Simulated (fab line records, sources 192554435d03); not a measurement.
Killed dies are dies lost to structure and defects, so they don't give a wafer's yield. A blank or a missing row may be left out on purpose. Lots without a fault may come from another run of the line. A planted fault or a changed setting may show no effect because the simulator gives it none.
Split-lot experiment | flow n5_finfet | 7 lots, 21 wafers read, on a route of 1938 steps

THE SPLIT
At N5_BEOL_M1_PECVD_72 (deposits SiO2 from TEOS/O2, target thk 16 nm, time 18 s), the setting time_s was moved away from the recipe's 18 s on 9 of the 21 wafers read, by -9.2% to +14.4%. The other wafers ran this setting at the recipe's value.

FROM THE SPLIT TO THE READING: what the file shows between them, 3 steps
- N5_BEOL_M1_HM_DEP_02: deposits TiN, target thk 20 nm
- N5_BEOL_M1_COAT_61: time 60 s, resist thk 60 nm
- N5_BEOL_M1_STRIP_97: strips in N2/H2, time 10 s

THE READING
SiO2_of_BEOL_M1_PECVD_72.thk_nm (the simulator's own value, which no gauge read), in nm, at N5_BEOL_M1_HM_STRIP_39 (strips TiN in peroxide tin strip, target depth 25 nm, time 158 s). The file gives no usual value for it. The 12 wafers here that ran the recipe average 15.8 nm, standard deviation 0.23 nm.

wafer  | tool, chamber at the split | time_s as run, s | against the recipe | SiO2_of_BEOL_M1_PECVD_72.thk_nm, nm | against lot-mates on the recipe
L074.1 | pecvd-01, 2                | 20.07            | +11.5%             | 17.4                                | +1.8
L074.3 | pecvd-01, 0                | 20.07            | +11.5%             | 17.2                                | +1.6
L074.4 | pecvd-01, 0                | 18               | recipe             | 15.6                                | -
L077.1 | pecvd-03, 1                | 20.59            | +14.4%             | 18.2                                | +2.0
L077.4 | pecvd-03, 1                | 20.59            | +14.4%             | 18.4                                | +2.2
L077.5 | pecvd-03, 2                | 18               | recipe             | 16.2                                | -
L076.1 | pecvd-03, 0                | 18               | recipe             | 15.6                                | -
L076.3 | pecvd-03, 1                | 18               | recipe             | 15.6                                | -
L076.6 | pecvd-03, 0                | 17.01            | -5.5%              | 15.2                                | -0.4
L086.1 | pecvd-01, 0                | 18               | recipe             | 15.4                                | -
L086.5 | pecvd-01, 1,2              | 16.34            | -9.2%              | 14.6                                | -0.8
L086.6 | pecvd-01, 1,2              | 16.34            | -9.2%              | 14.4                                | -1.0
L088.1 | pecvd-03, 2,0              | 18               | recipe             | 15.6                                | -
L088.3 | pecvd-03, 2,0              | 18               | recipe             | 15.6                                | -
L088.6 | pecvd-03, 1                | 16.82            | -6.6%              | 15                                  | -0.6
L094.1 | pecvd-03, 2                | 18               | recipe             | 15.6                                | -
L094.4 | pecvd-03, 1                | 18               | recipe             | 16                                  | -
L094.5 | pecvd-03, 2                | 18               | recipe             | 16                                  | -
L096.1 | pecvd-03, 1                | 18               | recipe             | 16                                  | -
L096.3 | pecvd-03, 2                | 18               | recipe             | 15.8                                | -
L096.6 | pecvd-03, 2                | 19.29            | +7.2%              | 17.4                                | +1.5
Where a row lists several chambers, the file gives one row for several wafers and doesn't say which wafer went through which chamber.

THE FIT
A straight line over all 21 wafers: SiO2_of_BEOL_M1_PECVD_72.thk_nm changes by +0.154 nm for each +1% of time_s; r = +0.97; the points scatter about the line by 0.27 nm.
The same after taking each lot's own level away (the mean of its wafers on the recipe; 21 wafers): +0.133 nm for each +1%; r = +0.98; scatter 0.19 nm.
On that fit, the largest move of time_s shifts the reading by 1.9 nm.
The lots' own levels span 15.40 to 16.20 nm, that is 3.4 times the standard deviation above.
So the lot-to-lot level changes the slope: the two fits differ.
Check: with one of the wafers moved furthest among these (+14.4%) left out of the fit, the line predicts +2.05 nm for it against its lot-mates. It came out at +2 nm against them.

OTHER SPLITS ON THESE WAFERS
These wafers also went through other splits before the reading. Each is held against what the fit with the lots' levels taken away leaves over:
other split on the same wafers            | wafers away from the commonest value | r with SiO2_of_BEOL_M1_PECVD_72.thk_nm (lot level and that fit taken away)
N5_BEOL_M0_SAQP_SPACER1_ALD_98 ald_cycles | 7                                    | -0.04
N5_BEOL_M0_SAQP_ETCH_107 source_w         | 7                                    | -0.10

THE WHOLE CHAIN: every reading that the file lists as answering this split, in the file's order
step                   | what it does                                                     | reading                                                                          | change (the file's fit)               | r (the file's)
N5_BEOL_M1_PECVD_72    | deposits SiO2 from TEOS/O2, target thk 16 nm, time 18 s          | SiO2_of_BEOL_M1_PECVD_72.thk_nm (the simulator's own value, which no gauge read) | +0.134 nm for each +1% of the setting | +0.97
N5_BEOL_M1_HM_STRIP_39 | strips TiN in peroxide tin strip, target depth 25 nm, time 158 s | SiO2_of_BEOL_M1_PECVD_72.thk_nm (the simulator's own value, which no gauge read) | +0.137 nm for each +1% of the setting | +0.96

THE FILE'S OWN FIT
SiO2_of_BEOL_M1_PECVD_72.thk_nm changes by +0.137 nm for each +1% of time_s, r = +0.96.
